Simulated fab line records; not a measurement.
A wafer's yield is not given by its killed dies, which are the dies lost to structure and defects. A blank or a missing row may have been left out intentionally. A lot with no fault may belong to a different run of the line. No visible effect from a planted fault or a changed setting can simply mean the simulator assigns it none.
Chamber matching -- flow n5-finfet -- N5_BEOL_M8_PECVD_70 on pecvd-02: 3 sister chambers
The step deposits SiO2 from TEOS/O2, target thk 20 nm, time 22.7 s. 36 wafers are shown with their chamber, then 12 later ones without.

== WAFERS WITH THEIR CHAMBER ==
wafer,chamber,throttle-valve-pct (%),showerhead-plenum-p-Torr (Torr),heater-power-w (W)
L074.2,1,24.9,8.76,545
L074.3,0,24.4,8.73,561
L074.5,2,21.7,8.77,689
L075.3,1,24.6,8.74,549
L075.4,2,21.9,8.75,642
L075.6,0,24.5,8.73,665
L076.1,0,24.3,8.74,631
L076.2,2,21.7,8.78,620
L076.6,1,24.8,8.74,626
L078.1,0,24.3,8.72,668
L078.2,2,21.9,8.73,681
L078.3,1,24.4,8.73,535
L078.4,0,24.4,8.72,667
L078.5,2,22.0,8.78,685
L078.6,1,24.6,8.74,542
L077.3,2,21.8,8.78,684
L077.4,2,21.9,8.80,686
L077.5,0,24.5,8.69,685
L080.1,1,24.9,8.73,555
L080.2,0,24.1,8.72,575
L080.6,2,22.1,8.79,593
L084.1,2,21.8,8.78,694
L084.2,1,24.6,8.76,589
L084.3,0,24.1,8.71,683
L084.4,2,22.1,8.78,685
L084.5,1,24.6,8.74,605
L084.6,0,24.1,8.72,690
L085.3,0,24.2,8.70,644
L085.4,2,22.0,8.77,600
L085.5,0,24.3,8.70,656
L088.1,0,24.2,8.70,610
L088.3,2,21.9,8.79,664
L088.4,0,24.5,8.71,604
L091.4,2,21.9,8.79,610
L091.5,0,24.4,8.71,670
L091.6,1,24.6,8.73,603

SIGNATURES (means of the wafers above)
reading,chamber 0,chamber 1,chamber 2,scatter within a chamber
throttle-valve-pct,24.307,24.667,21.900,0.147
showerhead-plenum-p-Torr,8.7143,8.7411,8.7762,0.0153
heater-power-w,643.50,572.11,656.38,38.4
Rule: for each reading, subtract the chamber's mean from the wafer's reading, divide by that reading's scatter and square the result; add these up over the readings and take the root, which gives the wafer's distance from the chamber. The wafer belongs to the nearest chamber; if the next one is less than 2 further off, it can't be placed. The scatter is the square root of a quotient: the sum, over the shown wafers, of each reading's squared deviation from its chamber's mean, divided by wafers minus chambers.

== WAFERS MISSING THEIR CHAMBER ==
wafer,throttle-valve-pct (%),showerhead-plenum-p-Torr (Torr),heater-power-w (W)
L093.1,24.7,8.71,640
L093.2,24.6,8.73,591
L093.5,21.9,8.78,722
L095.4,24.4,8.75,533
L095.5,24.3,8.69,601
L095.6,22.2,8.76,688
L094.1,24.8,8.75,563
L094.3,24.3,8.74,668
L094.5,24.6,8.71,655
L097.2,24.8,8.72,630
L097.3,24.7,8.74,680
L097.5,24.4,8.72,669

== WHICH CHAMBER EACH ONE RAN IN ==
wafer,from the rows above,in truth
L093.1,can't be placed: 0 or 1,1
L093.2,can't be placed: 1 or 0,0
L093.5,2,2
L095.4,can't be placed: 1 or 0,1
L095.5,0,0
L095.6,2,2
L094.1,1,1
L094.3,can't be placed: 0 or 1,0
L094.5,can't be placed: 0 or 1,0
L097.2,can't be placed: 1 or 0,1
L097.3,can't be placed: 1 or 0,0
L097.5,0,0
Placed correctly: 5 of 12. From these rows, 7 cannot be placed; in 7 the true chamber is one of the candidates. Number placed wrongly: 0.
